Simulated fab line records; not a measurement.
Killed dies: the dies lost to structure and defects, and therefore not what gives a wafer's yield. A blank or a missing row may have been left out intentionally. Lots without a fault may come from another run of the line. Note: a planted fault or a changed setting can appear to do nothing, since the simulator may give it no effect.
Which of the tools did it? ; flow nand-harc ; Sampling: 24 lots, 72 wafers, 6 of 1159 route steps

WHAT EACH GAUGE READ, for each wafer
NHARC_P_CONTACT_OVL_MEAS_13. Usual: overlay-x-nm -0.1 nm, standard deviation 0.82; overlay-y-nm 0.3 nm, standard deviation 0.77.
lot;measured;on;overlay-x-nm (nm);overlay-y-nm (nm);flag
L074;day 5 17:30;overlay-01;-0.8 -0.7 -1.0;-0.2 0.0 -0.4;
L075;day 5 22:31;overlay-02;-0.6 0.2 0.0;0.4 0.4 0.3;
L076;day 5 21:09;overlay-01;-0.7 -0.5 -0.3;0.1 -0.4 0.1;
L077;day 6 17:52;overlay-01;1.2 0.9 1.1;0.6 -0.1 1.2;
L078;day 6 15:11;overlay-02;1.2 1.1 1.7;1.0 0.5 0.5;
L079;day 6 21:01;overlay-02;0.3 0.7 1.1;-1.2 -0.9 -0.4;
L080;day 6 21:46;overlay-02;-0.5 -0.2 0.1;0.1 0.2 -0.5;
L081;day 7 09:47;overlay-02;-0.8 -0.2 0.0;0.4 0.5 0.9;
L082;day 7 10:04;overlay-02;-1.0 -0.4 -0.7;1.1 0.6 0.7;
L083;day 8 02:24;overlay-01;0.4 0.1 0.2;0.8 1.6 1.1;
L084;day 8 01:49;overlay-01;0.6 0.1 0.2;0.7 0.8 1.1;
L085;day 8 08:43;overlay-02;0.0 -0.2 0.4;0.1 0.4 0.6;
L086;day 8 18:59;overlay-02;0.1 -0.1 0.0;-0.2 -0.6 -1.0;
L087;day 8 19:23;overlay-02;0.6 0.7 0.5;-1.1 -1.0 -0.9;
L088;day 9 09:44;overlay-01;0.9 0.3 0.9;0.2 0.5 0.1;
L089;day 9 10:31;overlay-02;-0.4 -0.5 -0.1;0.5 0.2 0.9;
L090;day 9 15:54;overlay-02;0.8 0.8 0.4;-1.6 -1.6 -0.5;
L091;day 9 22:04;overlay-02;-1.2 -1.0 -1.0;-0.1 1.0 -0.1;
L092;day 10 06:22;overlay-01;-1.4 -1.2 -0.7;1.8 2.2 2.2;
L093;day 10 10:16;overlay-01;1.1 1.5 0.9;0.6 1.3 1.1;
L094;day 10 11:14;overlay-02;-1.4 -1.3 -1.4;0.1 0.4 0.3;
L095;day 10 21:38;overlay-02;-0.7 -1.2 -1.0;-0.1 -0.2 -0.7;
L096;day 11 02:01;overlay-02;-0.9 -0.9 -1.6;0.4 0.6 0.4;
L097;day 11 01:50;overlay-01;0.0 -0.2 0.4;1.0 1.0 1.1;

NHARC_P_M1_INSPECT_27. Usual: 317 for raw-defect-count, sd 120.
lot;measured;on;raw-defect-count;flag
L074;day 6 05:59;defect-inspect-01;280 289 330;
L075;day 6 13:22;defect-inspect-02;295 181 220;
L076;day 6 08:52;defect-inspect-01;174 190 299;
L077;day 7 04:38;defect-inspect-01;335 582 460;
L078;day 7 02:42;defect-inspect-02;260 550 262;
L079;day 7 12:35;defect-inspect-02;568 362 527;
L080;day 7 13:20;defect-inspect-01;263 239 495;
L081;day 7 22:46;defect-inspect-01;248 232 174;
L082;day 7 23:53;defect-inspect-01;465 327 313;
L083;day 8 13:26;defect-inspect-01;393 558 226;
L084;day 8 12:46;defect-inspect-01;186 183 264;
L085;day 8 20:07;defect-inspect-02;269 488 592;
L086;day 9 07:53;defect-inspect-01;354 464 298;
L087;day 9 08:53;defect-inspect-01;267 296 398;
L088;day 10 02:20;defect-inspect-01;593 403 479;
L089;day 10 02:29;defect-inspect-02;231 164 169;
L090;day 10 04:47;defect-inspect-02;219 304 512;
L091;day 10 11:13;defect-inspect-02;256 190 465;
L092;day 10 17:56;defect-inspect-02;379 367 174;
L093;day 11 02:07;defect-inspect-01;194 282 218;
L094;day 11 03:08;defect-inspect-02;225 485 276;
L095;day 11 08:46;defect-inspect-01;334 447 410;
L096;day 11 13:56;defect-inspect-02;240 350 398;
L097;day 11 13:23;defect-inspect-01;203 221 193;

TOOL THAT RAN EACH LOT (tool first, then ch and the chambers of the sampled wafers, then the start)
lot;NHARC_P_ZERO_WELL_ETCH_63;NHARC_P_GATE_STRIP_111;NHARC_P_GATE_DESCUM_61;NHARC_P_GATE_RTA_64
L074;rie-si-02 ch 2,3, day 1 13:40;plasma-asher-02 ch 1, day 5 09:42;rie-diel-11 ch 1,2, day 5 10:55;rtp-anneal-02 ch 0, day 5 14:31
L075;rie-si-03 ch 0,2, day 1 19:43;plasma-asher-01 ch 0,1, day 5 14:45;rie-diel-13 ch 1,2, day 5 16:08;rtp-anneal-02 ch 0, day 5 19:35
L076;rie-si-06 ch 0,1,3, day 2 01:49;plasma-asher-02 ch 0,1, day 5 13:28;rie-diel-13 ch 0,2,3, day 5 14:47;rtp-anneal-02 ch 0, day 5 18:05
L077;rie-si-06 ch 0,1, day 2 07:43;plasma-asher-02 ch 0,1, day 6 10:14;rie-diel-13 ch 0,2, day 6 11:28;rtp-anneal-01 ch 0, day 6 14:55
L078;rie-si-06 ch 0,1,2, day 2 13:41;plasma-asher-01 ch 0,1, day 6 07:38;rie-diel-11 ch 0,3, day 6 08:50;rtp-anneal-02 ch 0, day 6 12:14
L079;rie-si-02 ch 1,2, day 2 19:34;plasma-asher-02 ch 0,1, day 6 13:29;rie-diel-11 ch 2,3, day 6 14:48;rtp-anneal-02 ch 0, day 6 18:15
L080;rie-si-06 ch 0,1,2, day 3 01:34;plasma-asher-02 ch 0,1, day 6 14:25;rie-diel-13 ch 0,1,2, day 6 15:32;rtp-anneal-02 ch 0, day 6 19:01
L081;rie-si-02 ch 0,3, day 3 07:32;plasma-asher-02 ch 0,1, day 7 01:35;rie-diel-11 ch 1,2,3, day 7 02:52;rtp-anneal-01 ch 0, day 7 06:44
L082;rie-si-06 ch 0,1,3, day 3 13:41;plasma-asher-02 ch 0,1, day 7 02:05;rie-diel-11 ch 0,1,3, day 7 03:29;rtp-anneal-01 ch 0, day 7 07:01
L083;rie-si-02 ch 0,1,2, day 3 19:59;plasma-asher-01 ch 0,1, day 7 18:41;rie-diel-13 ch 0,1,3, day 7 19:56;rtp-anneal-02 ch 0, day 7 23:21
L084;rie-si-02 ch 0,1,2, day 4 01:40;plasma-asher-02 ch 0,1, day 7 18:18;rie-diel-09 ch 1,2,3, day 7 19:34;rtp-anneal-02 ch 0, day 7 22:53
L085;rie-si-06 ch 0,3, day 4 07:41;plasma-asher-02 ch 0,1, day 8 01:16;rie-diel-09 ch 0,3, day 8 02:34;rtp-anneal-02 ch 0, day 8 05:52
L086;rie-si-02 ch 0,1,2, day 4 13:40;plasma-asher-02 ch 0,1, day 8 11:38;rie-diel-11 ch 1,3, day 8 12:49;rtp-anneal-01 ch 0, day 8 16:13
L087;rie-si-06 ch 1,2,3, day 4 19:33;plasma-asher-01 ch 0,1, day 8 11:42;rie-diel-11 ch 0,1,3, day 8 13:07;rtp-anneal-01 ch 0, day 8 16:22
L088;rie-si-02 ch 0,1, day 5 01:49;plasma-asher-01 ch 0,1, day 9 01:47;rie-diel-13 ch 0,3, day 9 03:10;rtp-anneal-02 ch 0, day 9 06:32
L089;rie-si-02 ch 2,3, day 5 07:39;plasma-asher-01 ch 1, day 9 02:13;rie-diel-13 ch 0,1,2, day 9 03:49;rtp-anneal-02 ch 0, day 9 07:25
L090;rie-si-02 ch 0,1, day 5 13:40;plasma-asher-02 ch 0,1, day 9 08:14;rie-diel-13 ch 1,2,3, day 9 09:40;rtp-anneal-02 ch 0, day 9 13:04
L091;rie-si-02 ch 0,2,3, day 5 19:55;plasma-asher-01 ch 0,1, day 9 14:07;rie-diel-13 ch 0,1,2, day 9 15:28;rtp-anneal-02 ch 0, day 9 18:41
L092;rie-si-02 ch 0,1,2, day 6 01:40;plasma-asher-01 ch 0, day 9 22:46;rie-diel-13 ch 0,1,3, day 10 00:08;rtp-anneal-02 ch 0, day 10 03:32
L093;rie-si-02 ch 0,2, day 6 11:35;plasma-asher-02 ch 0,1, day 10 02:44;rie-diel-13 ch 0,2,3, day 10 03:58;rtp-anneal-01 ch 0, day 10 07:22
L094;rie-si-02 ch 0,2,3, day 6 13:31;plasma-asher-02 ch 0,1, day 10 03:13;rie-diel-11 ch 0,1,3, day 10 04:29;rtp-anneal-01 ch 0, day 10 08:02
L095;rie-si-03 ch 0,3, day 6 19:40;plasma-asher-02 ch 0,1, day 10 13:52;rie-diel-13 ch 0,1,3, day 10 15:13;rtp-anneal-02 ch 0, day 10 18:34
L096;rie-si-02 ch 1,3, day 7 01:49;plasma-asher-01 ch 0, day 10 17:16;rie-diel-09 ch 0,3, day 10 18:40;rtp-anneal-02 ch 0, day 10 22:05
L097;rie-si-03 ch 0,2,3, day 7 07:41;plasma-asher-01 ch 0,1, day 10 17:52;rie-diel-11 ch 0,1,2, day 10 19:19;rtp-anneal-02 ch 0, day 10 22:45
- NHARC_P_ZERO_WELL_ETCH_63: etches the open film in HBr/Cl2, target depth 120 nm, time 40.1 s.
- NHARC_P_GATE_STRIP_111: strips in N2/H2, time 250 s.
- NHARC_P_GATE_DESCUM_61: chemistry O2, time 3 s.
- NHARC_P_GATE_RTA_64: time 1 s.

WHAT THE TOOLS THEMSELVES READ (means of the sampled wafers that have a number; where no wafer has one, the mark that the record gives instead)
NHARC_P_ZERO_WELL_ETCH_63. Usual: drypump-motor-current-A 5.8 A, standard deviation 0.45; oes-product-au 0.996 a.u., standard deviation 0.0087; throttle-valve-pct 26.406 %, standard deviation 0.0085.
lot;tool;drypump-motor-current-A (A);oes-product-au (a.u.);throttle-valve-pct (%);flag
L074;rie-si-02;5.7;0.995;26.405;
L075;rie-si-03;5.3;1.000;26.405;
L076;rie-si-06;6.0;0.989;26.400;
L077;rie-si-06;5.7;0.988;26.394;
L078;rie-si-06;5.5;0.982;26.410;
L079;rie-si-02;5.8;0.994;26.408;
L080;rie-si-06;5.4;0.991;26.406;
L081;rie-si-02;6.0;0.996;26.402;
L082;rie-si-06;5.9;0.993;26.403;
L083;rie-si-02;6.0;0.997;26.406;
L084;rie-si-02;6.0;1.005;26.401;
L085;rie-si-06;5.9;0.994;26.412;
L086;rie-si-02;6.0;1.000;26.406;
L087;rie-si-06;5.7;0.994;26.407;
L088;rie-si-02;5.8;0.997;26.404;
L089;rie-si-02;5.7;1.010;26.410;
L090;rie-si-02;5.7;0.995;26.399;
L091;rie-si-02;6.0;0.999;26.407;
L092;rie-si-02;6.0;0.997;26.411;
L093;rie-si-02;6.2;1.000;26.408;
L094;rie-si-02;5.9;0.996;26.409;
L095;rie-si-03;5.5;0.997;26.409;
L096;rie-si-02;5.5;0.995;26.404;
L097;rie-si-03;5.4;0.988;26.407;

NHARC_P_GATE_STRIP_111. Usual: drypump-motor-current-A 5.8 A, standard deviation 0.6; heater-power-w 95 W, standard deviation 7.
lot;tool;drypump-motor-current-A (A);heater-power-w (W);flag
L074;plasma-asher-02;5.8;88;
L075;plasma-asher-01;5.4;102;
L076;plasma-asher-02;6.3;90;
L077;plasma-asher-02;6.3;90;
L078;plasma-asher-01;5.4;102;
L079;plasma-asher-02;6.1;90;
L080;plasma-asher-02;6.3;90;
L081;plasma-asher-02;6.1;91;
L082;plasma-asher-02;6.0;90;
L083;plasma-asher-01;5.1;104;
L084;plasma-asher-02;6.3;91;
L085;plasma-asher-02;6.1;90;
L086;plasma-asher-02;6.3;91;
L087;plasma-asher-01;5.1;103;
L088;plasma-asher-01;5.1;103;
L089;plasma-asher-01;4.8;105;
L090;plasma-asher-02;6.3;90;
L091;plasma-asher-01;5.1;104;
L092;plasma-asher-01;5.8;101;
L093;plasma-asher-02;6.3;91;
L094;plasma-asher-02;6.1;88;
L095;plasma-asher-02;6.3;90;
L096;plasma-asher-01;5.8;101;
L097;plasma-asher-01;5.4;103;

NHARC_P_GATE_DESCUM_61. Usual: drypump-motor-current-A 5.7 A, standard deviation 0.44; oes-product-au 1.002 a.u., standard deviation 0.012; rf-vpp-V 57.9 V, standard deviation 0.92; showerhead-plenum-p-Torr 1.92 Torr, standard deviation 0.05; throttle-valve-pct 11.311 %, standard deviation 0.0089.
lot;tool;drypump-motor-current-A (A);oes-product-au (a.u.);rf-vpp-V (V);showerhead-plenum-p-Torr (Torr);throttle-valve-pct (%);flag
L074;rie-diel-11;5.8;0.998;58.2;1.94;11.316;
L075;rie-diel-13;6.1;0.996;58.0;1.93;11.297;
L076;rie-diel-13;5.6;1.009;57.8;1.93;11.304;
L077;rie-diel-13;5.8;1.013;58.6;1.95;11.300;
L078;rie-diel-11;5.7;1.011;56.4;1.92;11.321;
L079;rie-diel-11;5.7;0.994;57.7;1.96;11.314;
L080;rie-diel-13;5.9;1.001;58.4;1.94;11.316;
L081;rie-diel-11;5.4;0.990;58.8;1.91;11.315;
L082;rie-diel-11;5.5;1.009;57.7;1.89;11.317;
L083;rie-diel-13;5.6;1.000;59.0;1.91;11.304;
L084;rie-diel-09;5.9;0.996;57.5;1.94;11.315;
L085;rie-diel-09;5.6;1.008;58.6;1.97;11.312;
L086;rie-diel-11;5.1;1.001;58.2;1.87;11.316;
L087;rie-diel-11;5.4;0.997;58.2;1.88;11.303;
L088;rie-diel-13;5.3;1.014;58.4;1.90;11.315;
L089;rie-diel-13;5.9;1.007;57.6;1.93;11.323;
L090;rie-diel-13;5.8;1.000;57.3;1.92;11.310;
L091;rie-diel-13;5.9;1.003;58.5;1.93;11.313;
L092;rie-diel-13;5.6;0.997;58.0;1.90;11.313;
L093;rie-diel-13;5.6;1.006;57.3;1.93;11.317;
L094;rie-diel-11;5.4;0.997;57.5;1.88;11.305;
L095;rie-diel-13;5.6;1.001;57.3;1.90;11.308;
L096;rie-diel-09;5.6;1.003;57.0;1.91;11.305;
L097;rie-diel-11;5.8;0.998;58.2;1.91;11.312;

NHARC_P_GATE_RTA_64. Usual: lamp-power-pct 36.1 %, standard deviation 0.76; lamp_zone_1_pct 36.1 %, standard deviation 0.75; wafer_temp_C_max 1056.0, standard deviation 1.1.
lot;tool;lamp-power-pct (%);lamp_zone_1_pct (%);wafer_temp_C_max;flag
L074;rtp-anneal-02;36.5;36.6;1055.0;
L075;rtp-anneal-02;36.6;36.6;1055.4;
L076;rtp-anneal-02;36.6;36.6;1056.4;
L077;rtp-anneal-01;35.0;35.0;1056.4;
L078;rtp-anneal-02;36.7;36.6;1055.6;
L079;rtp-anneal-02;36.7;36.6;1055.1;
L080;rtp-anneal-02;36.6;36.6;1055.9;
L081;rtp-anneal-01;35.0;35.0;1055.0;
L082;rtp-anneal-01;35.0;35.0;1056.5;
L083;rtp-anneal-02;36.6;36.7;1056.7;
L084;rtp-anneal-02;36.6;36.6;1055.3;
L085;rtp-anneal-02;36.6;36.6;1055.4;
L086;rtp-anneal-01;35.0;35.0;1057.1;
L087;rtp-anneal-01;35.0;35.0;1055.5;
L088;rtp-anneal-02;36.5;36.5;1056.4;
L089;rtp-anneal-02;36.6;36.6;1056.4;
L090;rtp-anneal-02;36.6;36.7;1056.5;
L091;rtp-anneal-02;36.6;36.6;1055.7;
L092;rtp-anneal-02;36.7;36.7;1056.4;
L093;rtp-anneal-01;34.9;35.0;1054.6;
L094;rtp-anneal-01;35.0;35.0;1057.0;
L095;rtp-anneal-02;36.6;36.6;1056.2;
L096;rtp-anneal-02;36.7;36.6;1055.7;
L097;rtp-anneal-02;36.7;36.7;1056.3;

THE ANSWER, worked out from the rows above alone
Rule: lot off if the mean of its wafers having a number is beyond 3 standard deviations from the usual mean. Also off: a lot with no number at a reading for which 4 or more lots have one. All remaining lots with rows at the step are treated as sound. The gauges are gone through in route order, then the tools' own readings, and for those a lot's mean is taken as printed above. The first step at which some lot is off is used, and at that step the reading that is off furthest; a lot without a number counts as furthest.
No lot is off at any reading shown: from this, nothing can be told.

WHAT THE SIMULATOR HAD PUT IN
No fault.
